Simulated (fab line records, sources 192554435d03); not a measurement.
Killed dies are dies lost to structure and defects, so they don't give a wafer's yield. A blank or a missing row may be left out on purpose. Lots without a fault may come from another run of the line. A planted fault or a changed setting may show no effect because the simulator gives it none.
Split-lot experiment | flow n5_finfet | 7 lots, 39 wafers read, on a route of 1938 steps

THE SPLIT
At N5_MOL_CONTACT_COAG_EXPOSE_81 (exposes mask VG, defocus 0 nm), the setting dose_mj was moved away from the recipe's 59.5 on 18 of the 39 wafers read, by -6.5% to +5.8%. The other wafers ran this setting at the recipe's value.

FROM THE SPLIT TO THE READING: what the file shows between them, 8 steps
- N5_MOL_CONTACT_COAG_PEB_82: peb time 60 s
- N5_MOL_CONTACT_COAG_DEVELOP_83: develop time 30 s
- N5_MOL_CONTACT_COAG_CD_MEAS_84: target cd 25.1 nm
- N5_MOL_CONTACT_COAG_ETCH_91: etches SOC in N2/H2, target depth 60 nm, overetch 21 nm, time 101.2 s (also split here: time_s)
- N5_MOL_CONTACT_COAG_STRIP_92: strips in N2/H2
- N5_MOL_CONTACT_COAG_STRIP_93: strips in N2/H2
- N5_MOL_CONTACT_COAG_PRECLEAN_144: cleans in alkaline clean, time 60 s
- N5_MOL_CONTACT_COAG_SRD_145: time 30 s

THE READING
cd_nm, in nm, at N5_MOL_CONTACT_COAG_CD_MEAS_137 (target cd 16 nm). Fault-free wafers of this fab line usually give 15.9 nm, standard deviation 0.31 nm.

wafer  | tool, chamber at the split | dose_mj as run | against the recipe | cd_nm, nm | against lot-mates on the recipe
L075.1 | euv_scanner-01, 0          | 55.64          | -6.5%              | 14.4      | -1.6
L075.2 | euv_scanner-01, 0          | 55.64          | -6.5%              | 14.4      | -1.6
L075.3 | euv_scanner-01, 0          | 59.5           | recipe             | 15.7      | -
L075.4 | euv_scanner-01, 0          | 55.64          | -6.5%              | 14.4      | -1.6
L075.5 | euv_scanner-01, 0          | 59.5           | recipe             | 16.1      | -
L075.6 | euv_scanner-01, 0          | 59.5           | recipe             | 16.1      | -
L076.1 | euv_scanner-02, 0          | 59.5           | recipe             | 16.1      | -
L076.2 | euv_scanner-02, 0          | 57.27          | -3.7%              | 14.9      | -1.1
L076.3 | euv_scanner-02, 0          | 57.27          | -3.7%              | 15.0      | -1.0
L076.4 | euv_scanner-02, 0          | 59.5           | recipe             | 15.5      | -
L076.5 | euv_scanner-02, 0          | 57.27          | -3.7%              | 15.0      | -1.0
L076.6 | euv_scanner-02, 0          | 59.5           | recipe             | 16.3      | -
L078.2 | euv_scanner-02, 0          | 59.5           | recipe             | 16.0      | -
L078.3 | euv_scanner-02, 0          | 59.5           | recipe             | 16.0      | -
L078.4 | euv_scanner-02, 0          | 59.5           | recipe             | 15.9      | -
L082.1 | euv_scanner-01, 0          | 59.5           | recipe             | 15.4      | -
L082.2 | euv_scanner-01, 0          | 61.48          | +3.3%              | 16.7      | +0.7
L082.3 | euv_scanner-01, 0          | 59.5           | recipe             | 16.3      | -
L082.4 | euv_scanner-01, 0          | 61.48          | +3.3%              | 17.2      | +1.2
L082.5 | euv_scanner-01, 0          | 59.5           | recipe             | 16.3      | -
L082.6 | euv_scanner-01, 0          | 61.48          | +3.3%              | 16.7      | +0.7
L090.1 | euv_scanner-01, 0          | 57.47          | -3.4%              | 16.0      | -0.1
L090.2 | euv_scanner-01, 0          | 59.5           | recipe             | 16.1      | -
L090.3 | euv_scanner-01, 0          | 59.5           | recipe             | 16.1      | -
L090.4 | euv_scanner-01, 0          | 59.5           | recipe             | 16.2      | -
L090.5 | euv_scanner-01, 0          | 57.47          | -3.4%              | 15.3      | -0.8
L090.6 | euv_scanner-01, 0          | 57.47          | -3.4%              | 15.5      | -0.6
L094.1 | euv_scanner-01, 0          | 57.24          | -3.8%              | 15.6      | -0.6
L094.2 | euv_scanner-01, 0          | 59.5           | recipe             | 16.3      | -
L094.3 | euv_scanner-01, 0          | 59.5           | recipe             | 16.1      | -
L094.4 | euv_scanner-01, 0          | 57.24          | -3.8%              | 15.7      | -0.5
L094.5 | euv_scanner-01, 0          | 57.24          | -3.8%              | 15.9      | -0.3
L094.6 | euv_scanner-01, 0          | 59.5           | recipe             | 16.2      | -
L095.1 | euv_scanner-01, 0          | 59.5           | recipe             | 16.6      | -
L095.2 | euv_scanner-01, 0          | 62.98          | +5.8%              | 17.1      | +0.7
L095.3 | euv_scanner-01, 0          | 59.5           | recipe             | 16.4      | -
L095.4 | euv_scanner-01, 0          | 62.98          | +5.8%              | 17.6      | +1.2
L095.5 | euv_scanner-01, 0          | 62.98          | +5.8%              | 17.6      | +1.2
L095.6 | euv_scanner-01, 0          | 59.5           | recipe             | 16.3      | -

THE FIT
A straight line over all 39 wafers: cd_nm changes by +0.227 nm for each +1% of dose_mj; r = +0.92; the points scatter about the line by 0.31 nm.
The same after taking each lot's own level away (the mean of its wafers on the recipe; 39 wafers): +0.206 nm for each +1%; r = +0.92; scatter 0.27 nm.
On that fit, the largest move of dose_mj shifts the reading by 1.3 nm.
The lots' own levels span 15.97 to 16.43 nm, that is 1.5 times the standard deviation above.
So the lot-to-lot level changes the slope: the two fits differ.
Check: with one of the wafers moved furthest among these (-6.5%) left out of the fit, the line predicts -1.3 nm for it against its lot-mates. It came out at -1.57 nm against them.

OTHER SPLITS ON THESE WAFERS
These wafers also went through other splits before the reading. Each is held against what the fit with the lots' levels taken away leaves over:
other split on the same wafers     | wafers away from the commonest value | r with cd_nm (lot level and that fit taken away)
N5_DUMMY_GATE_EXPOSE_12 dose_mj    | 9                                    | +0.21
N5_SD_EPI_P_ETCH_36 bias_w         | 6                                    | +0.02
N5_HKMG_FIN_ETCH_55 time_s         | 15                                   | +0.20
N5_HKMG_FIN_ETCH_32 source_w       | 15                                   | -0.22
N5_MOL_CONTACT_COAG_ETCH_91 time_s | 15                                   | +0.47

THE WHOLE CHAIN: every reading that the file lists as answering this split, in the file's order
step                            | what it does      | reading | change (the file's fit)               | r (the file's)
N5_MOL_CONTACT_COAG_CD_MEAS_84  | target cd 25.1 nm | cd_nm   | +0.228 nm for each +1% of the setting | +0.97
N5_MOL_CONTACT_COAG_CD_MEAS_137 | target cd 16 nm   | cd_nm   | +0.205 nm for each +1% of the setting | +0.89

THE FILE'S OWN FIT
cd_nm changes by +0.205 nm for each +1% of dose_mj, r = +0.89.
